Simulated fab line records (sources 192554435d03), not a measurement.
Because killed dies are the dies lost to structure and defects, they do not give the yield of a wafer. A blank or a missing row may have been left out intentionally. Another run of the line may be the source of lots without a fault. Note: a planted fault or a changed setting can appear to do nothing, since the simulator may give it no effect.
Lot-split experiment -- flow n5-finfet -- 38 wafers read across 7 lots, on a route 1938 steps long

== SPLIT DETAILS ==
At N5_BEOL_M10_ETCH_62 (etches SOC in N2/H2, target depth 110 nm, overetch 22 nm, time 165 s), the setting time-s was moved away from the recipe's 165 s on 11 of the 38 wafers read, by +15.6% to +53.3%. This setting was run at the recipe's value on the other wafers.

== FROM THE SPLIT TO THE READING: what the file shows between them, 9 steps ==
- N5_BEOL_M10_STRIP_68: strips in N2/H2
- N5_BEOL_M10_STRIP_67: strips in CF4
- N5_BEOL_M10_HM_OPEN_17: chemistry Cl2/BCl3, target TiN, target depth 20 nm, overetch 6 nm
- N5_BEOL_M10_STRIP_19: strips in O2
- N5_BEOL_M10_CD_MEAS_18: pitch 140 nm, target cd 70 nm
- N5_BEOL_M10_COAT_63: time 60 s, resist thk 100 nm
- N5_BEOL_M10_COAT_64: time 60 s, resist thk 30 nm
- N5_BEOL_M10_PRECLEAN_42: cleans in residue remover, time 60 s
- N5_BEOL_M10_SRD_43: time 30 s

== THE READING ==
At N5_BEOL_M10_CD_MEAS_35: cd-nm in nanometres, against a target cd of 70 nm. Typical for fault-free wafers on this fab line: 70.4 nm, with standard deviation 0.61 nm.

wafer,"tool, chamber at the split","time-s as run, s",against the recipe,"cd-nm, nm",against lot-mates on the recipe
L075.1,"rie-diel-06, 0",165,recipe,71.2,-
L075.3,"rie-diel-06, 1",165,recipe,71.5,-
L075.5,"rie-diel-06, 0",165,recipe,70.6,-
L077.1,"rie-diel-03, 0",165,recipe,69.8,-
L077.2,"rie-diel-03, 1",165,recipe,70.7,-
L077.3,"rie-diel-03, 3",190.8,+15.6%,70.6,+0.3
L077.4,"rie-diel-03, 2",165,recipe,70.3,-
L077.5,"rie-diel-03, 0",190.8,+15.6%,70.5,+0.2
L077.6,"rie-diel-03, 3",190.8,+15.6%,69.9,-0.4
L078.1,"rie-diel-01, 0,1",238.7,+44.7%,72.6,+2.8
L078.2,"rie-diel-01, 3",165,recipe,69.9,-
L078.3,"rie-diel-01, 2",165,recipe,70.0,-
L078.4,"rie-diel-01, 0,1",238.7,+44.7%,72.1,+2.3
L078.6,"rie-diel-01, 2",165,recipe,69.6,-
L085.1,"rie-diel-03, 3",165,recipe,70.1,-
L085.2,"rie-diel-03, 2",165,recipe,70.0,-
L085.3,"rie-diel-03, 0",165,recipe,69.9,-
L085.4,"rie-diel-03, 1,0",213.8,+29.6%,72.1,+2.1
L085.5,"rie-diel-03, 1,0",213.8,+29.6%,71.2,+1.2
L085.6,"rie-diel-03, 1",213.8,+29.6%,72.2,+2.2
L094.1,"rie-diel-03, 2",165,recipe,69.1,-
L094.2,"rie-diel-03, 3",165,recipe,68.4,-
L094.3,"rie-diel-03, 0",165,recipe,69.4,-
L094.4,"rie-diel-03, 3",165,recipe,70.2,-
L094.5,"rie-diel-03, 2",165,recipe,69.4,-
L094.6,"rie-diel-03, 0",165,recipe,69.9,-
L095.1,"rie-diel-01, 1,0",165,recipe,71.0,-
L095.2,"rie-diel-01, 1,0",165,recipe,70.6,-
L095.3,"rie-diel-01, 2",165,recipe,70.7,-
L095.4,"rie-diel-01, 3",165,recipe,69.3,-
L095.5,"rie-diel-01, 3",165,recipe,69.9,-
L095.6,"rie-diel-01, 2",165,recipe,70.0,-
L096.1,"rie-diel-06, 0",253,+53.3%,73.3,+2.9
L096.2,"rie-diel-06, 3",253,+53.3%,72.8,+2.4
L096.3,"rie-diel-06, 2",165,recipe,69.8,-
L096.4,"rie-diel-06, 1",165,recipe,70.6,-
L096.5,"rie-diel-06, 1",165,recipe,70.7,-
L096.6,"rie-diel-06, 2",253,+53.3%,72.3,+1.9
If several chambers appear in one row, that row covers several wafers at once and the file leaves open which wafer was in which chamber.

FIT RESULTS
A straight line over all 38 wafers: cd-nm changes by +0.051 nm for each +1% of time-s; r = +0.83; the points scatter about the line by 0.64 nm.
The same after taking each lot's own level away (the mean of its wafers on the recipe; 38 wafers): +0.0498 nm for each +1%; r = +0.88; scatter 0.5 nm.
Per that fit: largest time-s move, reading shift of 2.7 nm.
From 69.40 to 71.10 nm: that is the span of the lots' own levels, equal to 2.8 times the standard deviation above.
Consequently the slope shifts little with the lot-to-lot level, the two slopes agreeing.
Check: with one of the wafers moved furthest among these (+53.3%) left out of the fit, the line predicts +2.56 nm for it against its lot-mates. Against them it came out at +2.93 nm.

== THE WHOLE CHAIN: every reading that the file lists as answering this split, in the file's order ==
step,what it does,reading,change (the file's fit),r (the file's)
N5_BEOL_M10_ETCH_62,"etches SOC in N2/H2, target depth 110 nm, overetch 22 nm, time 165 s","SiARC_of_BEOL_M10_COAT_60.thk-nm (the simulator's own value, which no gauge read)",-0.0666 nm for each +1% of the setting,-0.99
N5_BEOL_M10_ETCH_62,"etches SOC in N2/H2, target depth 110 nm, overetch 22 nm, time 165 s","BEOL_M10.cd-offset-nm (the simulator's own value, which no gauge read)",+0.0396 nm for each +1% of the setting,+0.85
N5_BEOL_M10_HM_OPEN_17,"chemistry Cl2/BCl3, target TiN, target depth 20 nm, overetch 6 nm","etch.depth-nm (the simulator's own value, which no gauge read)",-0.157 nm for each +1% of the setting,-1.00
N5_BEOL_M10_CD_MEAS_18,"pitch 140 nm, target cd 70 nm",cd-nm,+0.049 nm for each +1% of the setting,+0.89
N5_BEOL_M10_CD_MEAS_35,target cd 70 nm,cd-nm,+0.0501 nm for each +1% of the setting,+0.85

== FILE'S OWN FIT ==
cd-nm changes by +0.0501 nm for each +1% of time-s, r = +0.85.
